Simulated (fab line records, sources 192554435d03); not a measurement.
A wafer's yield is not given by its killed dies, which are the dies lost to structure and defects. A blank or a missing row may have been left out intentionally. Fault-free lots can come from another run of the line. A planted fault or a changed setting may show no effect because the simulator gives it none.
What tool caused it? ; flow n5Finfet ; Sampling: 9 lots, 27 wafers, 5 of 1938 route steps

## WHAT EACH GAUGE READ, for each wafer
N5_BEOL_M4_RC_MEAS_101.
lot;measured;on;DIBL_N (mV/V)
L516;day 9 19:17;prober-02;40.0 35.2 35.3
L517;day 10 01:29;prober-01;33.4 35.9 33.6
L520;day 11 00:16;prober-01;34.5 35.3 35.4
L521;day 11 03:11;prober-01;36.5 34.9 35.6
L522;day 11 04:52;prober-01;35.7 36.1 36.9
L524;day 12 09:45;prober-02;34.7 35.7 36.0
L526;day 12 11:02;prober-02;36.2 37.6 38.2
L531;day 13 19:41;prober-01;36.0 36.1 35.5
L537;day 15 06:53;prober-02;37.4 37.5 36.9

## WHAT TOOL EACH LOT RAN ON (gives the tool, then ch and the chambers of the sampled wafers, and finally the start)
lot;N5_BEOL_M0_CUTY_DESCUM_61;N5_BEOL_M0_CUTY_ETCH_62;N5_BEOL_M0_CVD_115;N5_BEOL_M0_ANNEAL_117
L516;rieDiel-05 ch 0,2, day 6 04:37;rieDiel-05 ch 0,2, day 6 04:40;cvdCo-02 ch 0,2, day 6 06:29;pvdSputter-01, day 6 06:44
L517;rieDiel-01 ch 0,1,3, day 6 09:28;rieDiel-01 ch 0,1,3, day 6 09:29;cvdCo-02 ch 1,2, day 6 13:25;pvdSputter-02, day 6 13:37
L520;rieDiel-03 ch 1,2, day 7 05:39;rieDiel-03 ch 1,2, day 7 05:41;cvdCo-01 ch 0,1, day 7 08:19;pvdSputter-01, day 7 09:28
L521;rieDiel-03 ch 1,3, day 7 11:03;rieDiel-03 ch 1,3, day 7 11:05;cvdCo-01 ch 1,2, day 7 18:11;pvdSputter-02, day 7 18:22
L522;rieDiel-01 ch 0,2,3, day 7 17:14;rieDiel-01 ch 0,2,3, day 7 17:16;cvdCo-01 ch 0,1, day 7 21:27;pvdSputter-02, day 7 21:46
L524;rieDiel-01 ch 1,3, day 8 05:05;rieDiel-01 ch 1,3, day 8 05:08;cvdCo-01 ch 0, day 8 08:59;pvdSputter-03, day 8 09:17
L526;rieDiel-01 ch 1,2,3, day 8 20:26;rieDiel-01 ch 1,2,3, day 8 20:28;cvdCo-02 ch 0,2, day 9 00:45;pvdSputter-03, day 9 01:02
L531;rieDiel-05 ch 1,2, day 9 20:34;rieDiel-05 ch 1,2, day 9 20:37;cvdCo-02 ch 0,1,2, day 9 22:52;pvdSputter-01, day 10 00:20
L537;rieDiel-01 ch 0,2, day 11 14:10;rieDiel-01 ch 0,2, day 11 14:12;cvdCo-02 ch 0,1,2, day 11 22:50;pvdSputter-02, day 11 23:02
- N5_BEOL_M0_CUTY_DESCUM_61: chemistry O2, time 7.9 s.
- N5_BEOL_M0_CUTY_ETCH_62: etches SiARC in CF4, time 58.5 s.
- N5_BEOL_M0_CVD_115: deposits Co from CCTBA/H2, time 120 s.
- N5_BEOL_M0_ANNEAL_117: time 60 s.

## THE ANSWER, worked out from the rows above alone
Rule: usual is defined by the lots themselves. The widest of any qualifying gaps counts: lots, ordered by their means at a reading, are off when they make up no more than a third of the lots, leave a main group of 4 or more, and stand apart from it by 3 or more times the standard deviation of that group's means. A main group is skipped when, at the precision printed for the reading in the tables above, its means are all equal. A lot without any number at a reading at which 4 lots or more have one is off too. All remaining lots with rows at the step are treated as sound.
No lot is off on any of the readings shown, so nothing can be concluded from this.

## WHAT THE SIMULATOR HAD PUT IN
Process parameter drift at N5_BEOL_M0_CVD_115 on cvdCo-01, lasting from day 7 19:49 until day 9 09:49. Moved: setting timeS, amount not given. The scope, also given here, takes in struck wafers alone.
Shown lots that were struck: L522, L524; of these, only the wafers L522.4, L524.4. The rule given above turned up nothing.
